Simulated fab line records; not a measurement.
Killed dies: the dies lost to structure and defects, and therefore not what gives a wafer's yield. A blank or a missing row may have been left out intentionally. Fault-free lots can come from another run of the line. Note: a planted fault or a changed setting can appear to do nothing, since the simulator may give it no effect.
fab line records ; flow n5Finfet
[record] lots = 5; wafers = 15; lastDay = 18
route steps=1938 shown BEOL_M4@1099 BEOL_M5@1112 BEOL_M14@1770 PASSIVATION@1936
lots that met no fault: from a run of the same line without faults
startH: the number of hours between the record's first day and the start of the first shown wafer of the lot ; waitH: hours since the lot's step before ; " same as the row above ; L1.1+2: a single row standing in for several wafers ; - no value, or no start given ; * or withheld: withheld ; < > ~ a bound
route shown NAME@n: NAME is a module with steps in the file, n the number in the route of the first one ; usual: average and standard deviation across the fault-free wafers ; same: alike in all rows ; chamber/n: place in a boat ; sites: the reading at each site ; _std_site: the values' standard deviation ; _edge_site: outer sites' mean less inner sites' ; radiusMm: for every site, how far away it sits from the centre of the wafer ; mask NAME#n: copy n ; behind: the most recent tool/chamber to have shaped the wafer ; hold: why the lot went on hold/how many hours it stayed there/how the hold came to an end ; device: which transistor (n, p or np) failed to switch ; end of line: the tests these same wafers got at the end of their route ; where a step has no rows: the recipe by itself ; killed: the dies lost at the first sort to structure and to defects; this is not the yield of the wafer ; map: dies across one wafer; x = killed, . = not, _ = none there
set.NAME: the setting that was run; set.NAME@STEP: the one run at that earlier step ; model.NAME: the simulator's own value behind a step, which no gauge read
lots at selected steps of the route; one table per step, one row per wafer
services: a tool's chamber out of use, with start hour (startH, from the record's first day; less than 0 if before it), hours out, and reason
[[steps]]
[step N5_BEOL_M4_ANNEAL_95]
[recipe] tempC = 400; timeS = 240; ambient = vacuum
[step N5_BEOL_M4_SPUTTER_96]
[recipe] material = Cu; targetThkA = 45; tempC = -20; chamberPressurePa = 0.07; powerW = withheld; timeS = 8.29
[step N5_BEOL_M4_ECD_50]
[recipe] material = Cu; targetThkA = 3000
[step N5_BEOL_M4_ANNEAL_51]
[recipe] tempC = 225; timeS = 90; ambient = N2
[step N5_BEOL_M4_CMP_52]
[recipe] stopOn = SiOC; tOverpolishS = 6.8; downForcePsi = 1; platenRpm = 50; clearingPlatenDownForcePsi = 1.5; clearingPlatenRpm = 50; postCmpClean = cuAlkaline; targetThkNm = 40; clearingPlatenPadVelocityMS = 0.99484; padVelocityMS = 0.99484
[step N5_BEOL_M4_PRE_CLEAN_60]
[recipe] gas = NH3/H2; timeS = 15; tempC = *; rfPowerW = 300
[step N5_BEOL_M4_CO_CAP_55]
[recipe] material = Co; targetThkA = 20; tempC = 200; precursor = CCTBA/H2; pressureTorr = 30; timeS = 102.1
[step N5_BEOL_M4_PRE_CLEAN_56]
[recipe] gas = NH3; timeS = 15; tempC = withheld; rfPowerW = 300
[step N5_BEOL_M4_DEP_57]
[recipe] material = SiCN; targetThkA = 80; tempC = withheld; precursor = 3MS/NH3; pressureTorr = 3; rfW = 202; timeS = 14
[step N5_BEOL_M4_RC_MEAS_101]
[usual] DIBL_N = 36.0/2; DIBL_P = 36.2/2.2; IOFF_N = 0.16/0.034; IOFF_P = 0.21/0.04; ION_N = 675/12; ION_P = 463/7.2; SS_N = 71.6/0.6; SS_P = 73.3/0.67; VT_N = 250/3; VT_P = -251/3.4
lot.wafer;tool;chamber;startH;waitH;DIBL_N[mV/V];DIBL_P[mV/V];IOFF_N[nA/um];IOFF_P[nA/um];ION_N[uA/um];ION_P[uA/um];SS_N[mV/dec];SS_P[mV/dec];VT_N[mV];VT_P[mV]
L126.3;prober-02;0;193.42;0.3;38.2;38.8;0.21;0.26;674;462;72.1;73.4;249;-250
L126.4;prober-02;0;193.42;0.3;37.9;37.7;0.18;0.22;664;453;72.9;73.0;251;-252
L126.5;prober-02;0;193.42;0.3;39.4;39.9;0.23;0.26;684;467;73.2;73.9;250;-246
L127.1;prober-02;0;198.04;0.0;36.6;36.0;0.16;0.19;676;453;71.6;73.0;251;-252
L127.2;prober-02;0;198.04;0.0;38.2;39.2;0.20;0.22;701;466;72.3;73.4;247;-251
L127.4;prober-02;0;198.04;0.0;38.3;38.1;0.19;0.21;691;465;72.0;73.6;247;-250
L130.2;prober-01;0;217.83;0.2;35.2;36.0;0.18;0.23;690;472;72.1;72.8;243;-248
L130.4;prober-01;0;217.83;0.2;31.9;32.0;0.11;0.17;665;459;70.5;72.5;255;-253
L130.5;prober-01;0;217.83;0.2;34.9;35.7;0.16;0.22;677;468;70.7;72.6;250;-247
L137.2;prober-02;0;269.01;0.2;33.2;33.3;0.11;0.18;672;471;71.9;72.3;255;-252
L137.4;prober-02;0;269.01;0.2;33.6;34.0;0.11;0.18;659;464;70.6;72.9;254;-250
L137.5;prober-02;0;269.01;0.2;34.7;34.8;0.13;0.19;663;464;71.6;73.6;253;-254
L141.3;prober-01;0;312.86;1.0;36.8;36.8;0.18;0.24;684;467;71.7;73.1;250;-249
L141.4;prober-01;0;312.86;1.0;35.8;35.7;0.16;0.22;675;464;71.6;73.1;250;-250
L141.6;prober-01;0;312.86;1.0;35.8;35.8;0.15;0.21;674;463;72.2;73.4;252;-250
[step N5_BEOL_M5_ILD_DEP_00]
[recipe] material = SiCOH_lowk; targetThkA = 1406.4; tempC = 300; precursor = DEMS/porogen; pressureTorr = 5; rfW = 500; timeS = 25.9
[step N5_BEOL_M5_CURE_79]
[recipe] tempC = 385; timeS = 240; ambient = He/Ar; material = SiCOH_lowk
[step N5_BEOL_M5_PECVD_70]
[recipe] material = SiO2; targetThkA = 160; tempC = 400; precursor = TEOS/O2; pressureTorr = 5.5; rfW = 450; teosFlowSccm = 53.8; gas = O2; flowSccm = 3000; timeS = 18
[step N5_BEOL_M5_HM_DEP_02]
[recipe] material = TiN; targetThkA = 200; tempC = 25; chamberPressurePa = 0.49996
[step N5_BEOL_M5_COAT_59]
[recipe] resist = SOC; tempC = 250; timeS = 60; spinRpm = 1500; resistThkNm = 60
[step N5_BEOL_M5_COAT_60]
[recipe] resist = SiARC; tempC = 220; timeS = 60; spinRpm = 1500; resistThkNm = 12
[step N5_BEOL_M5_COAT_71]
[recipe] resist = underlayer; tempC = 205; timeS = 60; spinRpm = 1500; resistThkNm = 5
[step N5_BEOL_M5_COAT_05]
[recipe] resist = CAR-EUV; spinRpm = 1500; resistThkNm = 30
[step N5_BEOL_M5_EBR_07]
[recipe] solvent = PGMEA; ebrWidthMm = 1.5
[step N5_BEOL_M5_SOFTBAKE_06]
[recipe] tempC = 110; timeS = 60; resist = CAR-EUV
[step N5_BEOL_M5_EXPOSE_08]
[recipe] maskId = M5; na = 0.33; sourceShape = annular; sigmaInner = 0.4; sigmaOuter = 0.8; polarization = unpolarized; targetCdNm = 28; doseMj = 35.75
[step N5_BEOL_M5_PEB_09]
[recipe] pebTempC = 100; pebTimeS = 60; resist = CAR-EUV
[step N5_BEOL_M5_DEVELOP_10]
[recipe] developTimeS = 30; developer = TMAH; resist = CAR-EUV; rinseLiquid = surfactantRinse; dry = airSpin; devTempC = 23
[step N5_BEOL_M5_DESCUM_16]
[recipe] chemistry = O2; timeS = 7; sourcePowerW = 50; biasPowerW = 20; pressureMtorr = 20; rfFrequencyHz = 2.712e+07; tempC = 40; resist = CAR-EUV; o2FlowSccm = 225
[step N5_BEOL_M5_ETCH_72]
[recipe] chemistry = N2/H2; target = underlayer; targetDepthA = 65; maskMaterial = CAR-EUV; timeS = 5.2; ionEnergyEv = 200; pressureMtorr = 30; sourceW = 840; biasW = 150; n2FlowSccm = 200; h2FlowSccm = 200; ends = cleared
[step N5_BEOL_M5_ETCH_61]
[recipe] chemistry = CF4; target = SiARC; targetDepthA = 156; maskMaterial = CAR-EUV; timeS = 26; ionEnergyEv = 80; pressureMtorr = 40; sourceW = 545; biasW = 36; Ar_flow_sccm = 100; cf4FlowSccm = 100; ends = cleared
[step N5_BEOL_M5_ETCH_62]
[recipe] chemistry = N2/H2; target = SOC; targetDepthA = 750; overetchA = 150; maskMaterial = SiARC; tempC = 40; timeS = 112.5; ionEnergyEv = 200; pressureMtorr = 30; sourceW = 840; biasW = 150; n2FlowSccm = 200; h2FlowSccm = 200
[step N5_BEOL_M5_STRIP_63]
[recipe] chemistry = N2/H2; tempC = 40; n2FlowSccm = 200; h2FlowSccm = 200; rfFrequencyHz = 6e+07
[step N5_BEOL_M5_STRIP_73]
[recipe] chemistry = N2/H2; tempC = 40; n2FlowSccm = 200; h2FlowSccm = 200; rfFrequencyHz = 6e+07
[step N5_BEOL_M5_STRIP_64]
[recipe] chemistry = CF4; resist = SiARC; powerW = 300; biasPowerW = 75; pressureMtorr = 50; cf4FlowSccm = 150; rfFrequencyHz = 6e+07
[step N5_BEOL_M5_HM_OPEN_17]
[recipe] chemistry = Cl2/BCl3; targetDepthA = 200; overetchA = 60; target = TiN; maskMaterial = SOC; ionEnergyEv = 150; pressureMtorr = 10; icpW = 1000; biasW = 126; Cl2_flow_sccm = 53.25; bcl3FlowSccm = 21.75; Ar_flow_sccm = 25
[step N5_BEOL_M5_STRIP_19]
[recipe] chemistry = O2; powerW = 400; tempC = 40; pressureMtorr = 30; rfFrequencyHz = 6e+07; biasPowerW = 0; overashFraction = 0.2; o2FlowSccm = 225
[step N5_BEOL_M5_COAT_65]
[recipe] resist = SOC; tempC = 250; timeS = 60; spinRpm = 1500; resistThkNm = 60
[step N5_BEOL_M5_COAT_66]
[recipe] resist = SiARC; tempC = 220; timeS = 60; spinRpm = 1500; resistThkNm = 12
[step N5_BEOL_M14_DEP_53]
[recipe] material = SiCN; targetThkA = 500; tempC = withheld; precursor = 3MS/NH3; pressureTorr = 3; rfW = 675; timeS = 17.8
[usual] chamberPressureTorr = 3.001/0.0065; rfFwdPowerW = 667/3.2; showerheadPlenumPTorr = 4.167/0.022; throttleValvePct = 17.8/0.91
lot.wafer;tool;chamber;startH;waitH;chamberPressureTorr;rfFwdPowerW;showerheadPlenumPTorr;throttleValvePct
L127.1;pecvd-02;0;273.45;0.0;-;-;-;-
L127.2;pecvd-02;1;273.45;0.0;-;-;-;-
L127.4;pecvd-02;1;273.45;0.0;-;-;-;-
L126.3;pecvd-01;2;273.49;0.0;-;-;-;-
L126.4;pecvd-01;1;273.49;0.0;-;-;-;-
L126.5;pecvd-01;2;273.49;0.0;-;-;-;-
L130.2;pecvd-01;1;309.17;0.0;-;-;-;-
L130.4;pecvd-01;0;309.17;0.0;-;-;-;-
L130.5;pecvd-01;2;309.17;0.0;-;-;-;-
L137.2;pecvd-02;2;367.21;0.0;3.005;670;4.190;16.5
L137.4;pecvd-02;2;367.21;0.0;3.011;665;4.183;16.5
L137.5;pecvd-02;1;367.21;0.0;2.990;663;4.127;17.7
L141.3;pecvd-04;1;409.43;0.0;3.000;666;4.173;18.6
L141.4;pecvd-04;2;409.43;0.0;3.000;671;4.179;17.4
L141.6;pecvd-04;0;409.43;0.0;2.994;666;4.191;17.1
[step N5_PASSIVATION_PROBE_49]
[usual] defectLimitedYield = 91.5/1.5; killed_at_M0_to_M3 = 33/10; killed_at_M4_up = 15/6.4; killedAtContacts = 12/5.4; killedAtFrontEnd = 38/9.8; killedAtOther = 4/3.1; killedDies = 101/18; killedOnRim = 13/3.9; killedOpen = 67/14; killedShort = 33/7.9; sort_bin_5_function = 5.0/1; sort_bin_6_memory = 3.2/0.67; sortNPass = 1079/18; sortYieldPct = 91.5/1.5
[same] grossDies = 1180; killedAtBackSide = 0; sort_bin_4_leakage[%] = 0; sort_bin_8_speed[%] = 0
lot.wafer;tool;chamber;startH;waitH;defectLimitedYield[%];killed_at_M0_to_M3;killed_at_M4_up;killedAtContacts;killedAtFrontEnd;killedAtOther;killedDies;killedOnRim;killedOpen;killedShort;sort_bin_5_function[%];sort_bin_6_memory[%];sortNPass;sortYieldPct[%]
L130.2;prober-02;-;330.87;0.1;0;40;1090;6;41;3;1180;152;82;29;96.4;3.2;0;0
L130.4;prober-02;-;330.97;0.2;0;46;1088;7;35;4;1180;152;69;48;95.8;4.1;0;0
L130.5;prober-02;-;331.02;0.2;0;57;1070;15;37;1;1180;152;102;40;95.9;3.6;0;0
L137.2;prober-02;-;389.02;0.1;91.4;30;14;13;39;5;101;15;63;37;4.7;3.6;1079;91.4
L137.4;prober-02;-;389.12;0.2;91.4;46;19;5;30;1;101;13;70;31;5.4;2.9;1079;91.4
L137.5;prober-02;-;389.17;0.2;88.0;55;30;8;48;1;142;20;94;47;7.7;3.9;1038;88.0
// killed by level:class
L130.2 BEOL_M14:areaDep=1064 BEOL_M3:geometricParticle:open=20 BEOL_M4:geometricParticle:open=15 FIN_SAQP:geometricParticle:open=10 BEOL_M0_SAQP:geometricParticle:short=8 FIN_SAQP:geometricParticle:short=7 MOL_CONTACT_COAG:geometricParticle:open=6 BEOL_M0_SAQP:geometricParticle:open=5
L130.4 BEOL_M14:areaDep=1062 BEOL_M0_SAQP:geometricParticle:short=24 BEOL_M4:geometricParticle:open=14 FIN_SAQP:geometricParticle:short=12 STI_FIN_REVEAL:geometricParticle:open=10 BEOL_M0_SAQP:geometricParticle:open=8 MOL_CONTACT_COAG:geometricParticle:open=6 BEOL_M3:geometricParticle:open=6
L130.5 BEOL_M14:areaDep=1038 BEOL_M4:geometricParticle:open=18 BEOL_M0_SAQP:geometricParticle:open=16 MOL_CONTACT_COAG:geometricParticle:open=14 BEOL_M3:geometricParticle:open=14 BEOL_M0_SAQP:geometricParticle:short=10 BEOL_M1:geometricParticle:open=10 FIN_SAQP:geometricParticle:short=7
L137.2 MOL_CONTACT_COAG:geometricParticle:open=10 BEOL_M0_SAQP:geometricParticle:open=9 STI_FIN_REVEAL:geometricParticle:open=8 BEOL_M3:geometricParticle:open=8 BEOL_M4:geometricParticle:open=8 GATE_CUT:geometricParticle:short=6 BEOL_M4:geometricParticle:short=5 BEOL_M0_SAQP:geometricParticle:short=4
L137.4 BEOL_M2:geometricParticle:open=12 BEOL_M4:geometricParticle:open=12 BEOL_M0_SAQP:geometricParticle:short=11 BEOL_M3:geometricParticle:open=7 BEOL_M0_SAQP:geometricParticle:open=7 FIN_SAQP:geometricParticle:short=6 FIN_SAQP:geometricParticle:open=5 STI_FIN_REVEAL:geometricParticle:open=5
L137.5 FIN_SAQP:geometricParticle:open=13 FIN_SAQP:geometricParticle:short=13 BEOL_M2:geometricParticle:open=13 BEOL_M3:geometricParticle:open=13 BEOL_M4:geometricParticle:open=13 BEOL_M0_SAQP:geometricParticle:short=9 MOL_CONTACT_COAG:geometricParticle:open=7 BEOL_M5:geometricParticle:open=7
// map L130.2 (x killed, . not)
_________________xxxxxxxxxxxx________________
______________xxxxxxxxxxxxxxxxxx_____________
___________xxxxxxxxxxxxxxxxxxxxxxxx__________
__________xxxxxxxxxxxxxxxxxxxxxxxxxx_________
________xxxxxxxxxxxxxxxxxxxxxxxxxxxxxx_______
_______xxxxxxxxxxxxxxxxxxxxxxxxxxxxxxxx______
______xxxxxxxxxxxxxxxxxxxxxxxxxxxxxxxxxx_____
_____xxxxxxxxxxxxxxxxxxxxxxxxxxxxxxxxxxxx____
____xxxxxxxxxxxxxxxxxxxxxxxxxxxxxxxxxxxxxx___
___xxxxxxxxxxxxxxxxxxxxxxxxxxxxxxxxxxxxxxxx__
___xxxxxxxxxxxxxxxxxxxxxxxxxxxxxxxxxxxxxxxx__
__xxxxxxxxxxxxxxxxxxxxxxxxxxxxxxxxxxxxxxxxxx_
__xxxxxxxxxxxxxxxxxxxxxxxxxxxxxxxxxxxxxxxxxx_
_xxxxxxxxxxxxxxxxxxxxxxxxxxxxxxxxxxxxxxxxxxxx
_xxxxxxxxxxxxxxxxxxxxxxxxxxxxxxxxxxxxxxxxxxxx
_xxxxxxxxxxxxxxxxxxxxxxxxxxxxxxxxxxxxxxxxxxxx
_xxxxxxxxxxxxxxxxxxxxxxxxxxxxxxxxxxxxxxxxxxxx
_xxxxxxxxxxxxxxxxxxxxxxxxxxxxxxxxxxxxxxxxxxxx
_xxxxxxxxxxxxxxxxxxxxxxxxxxxxxxxxxxxxxxxxxxxx
_xxxxxxxxxxxxxxxxxxxxxxxxxxxxxxxxxxxxxxxxxxxx
_xxxxxxxxxxxxxxxxxxxxxxxxxxxxxxxxxxxxxxxxxxxx
__xxxxxxxxxxxxxxxxxxxxxxxxxxxxxxxxxxxxxxxxxx_
__xxxxxxxxxxxxxxxxxxxxxxxxxxxxxxxxxxxxxxxxxx_
___xxxxxxxxxxxxxxxxxxxxxxxxxxxxxxxxxxxxxxxx__
___xxxxxxxxxxxxxxxxxxxxxxxxxxxxxxxxxxxxxxxx__
____xxxxxxxxxxxxxxxxxxxxxxxxxxxxxxxxxxxxxx___
_____xxxxxxxxxxxxxxxxxxxxxxxxxxxxxxxxxxxx____
______xxxxxxxxxxxxxxxxxxxxxxxxxxxxxxxxxx_____
_______xxxxxxxxxxxxxxxxxxxxxxxxxxxxxxxx______
________xxxxxxxxxxxxxxxxxxxxxxxxxxxxxx_______
__________xxxxxxxxxxxxxxxxxxxxxxxxxx_________
___________xxxxxxxxxxxxxxxxxxxxxxxx__________
______________xxxxxxxxxxxxxxxxxx_____________
_________________xxxxxxxxxxxx________________
// map L137.5 (x killed, . not)
_________________............________________
______________......x..........._____________
___________.................x.xxx..__________
__________............x............._________
________x....x..............x...x....._______
_______......x....x.............x...xx.______
______...........x........x............._____
_____x...........x..............x......x.____
____.........................x....xxx...x.___
___......x.x......x......x......x.x........__
___...x....x..x........x........x..........__
__..................x...x..................._
__...................................x......_
_............x..........x...xx...........x...
_......x.x................x............x.....
_.............x...........xx.x..........x...x
_x.......x.....................x..........x..
_x......x............x.......................
_.......x...............xx............x...x..
_.........x.....x...x.........x.x.x.......x..
_.x.xx............xx...x...........x..x.x....
__.....xx..x.........x...................x.._
__...............x....x...............x....._
___............x.....x...............x..x.x__
___.........x...........x.......x..........__
____..x..x.x.x.x....xx.xxx....x...x.......___
_____.xx......x.x.........x..........x...____
______..x.x............xx....x.......x.._____
_______........x..................xx..x______
________......xx.....................x_______
__________.......x..............x..x_________
___________..x.......xx....x...x...__________
______________........x....x...._____________
_________________.....x.x....________________
[[services]]
tool;chamber;startH;hours;kind
pecvd-04;-;264.72;2.1;repair
pecvd-02;2;268.35;5.5;scheduledDown
pecvd-01;0;318.38;5.5;scheduledDown
pecvd-02;1;383.62;-;clean
pecvd-02;1;383.62;-;consumableReplace:showerhead
pecvd-02;1;383.62;29.0;scheduledDown
pecvd-02;1;383.62;29.0;ventCycle
pecvd-02;-;385.94;0.4;repair
[[key]]
[firstSign] step = N5_BEOL_M14_DEP_53; reading = toolRecord; direction = missing
[effect] step = N5_PASSIVATION_PROBE_49; reading = killed_at_M4_up; direction = up; sigmas = 99+; usual = 15; struck = 1083
[moreKillsBornAt] N5_BEOL_M14_DEP_53@pecvd-01 = 3164
metAt N5_BEOL_M14_DEP_53
struckWafers L126.3,L126.4,L126.5,L127.1,L127.2,L127.4,L130.2,L130.4,L130.5
rowsEnd L126.3,L126.4,L126.5,L127.1,L127.2,L127.4
laterRowsLeftOut L130.2,L130.4,L130.5
[earlierFault] kind = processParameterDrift; tool = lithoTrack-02; chamber = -; onsetH = 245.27; steps = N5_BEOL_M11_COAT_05; channel = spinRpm; offset = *; shape = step; actsIn = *; stated = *
[fault] kind = skippedStepWhole; tool = pecvd-01,pecvd-02; chamber = -; onsetH = 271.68; steps = N5_BEOL_M14_DEP_53; scope = struckLotsOnly
// laterRowsLeftOut: the simulator's readings of these wafers behind a module that went badly wrong aren't trusted and aren't shown, but for the sort
// rowsEnd: these wafers met a further fault down the route, and their rows from its step on are left out
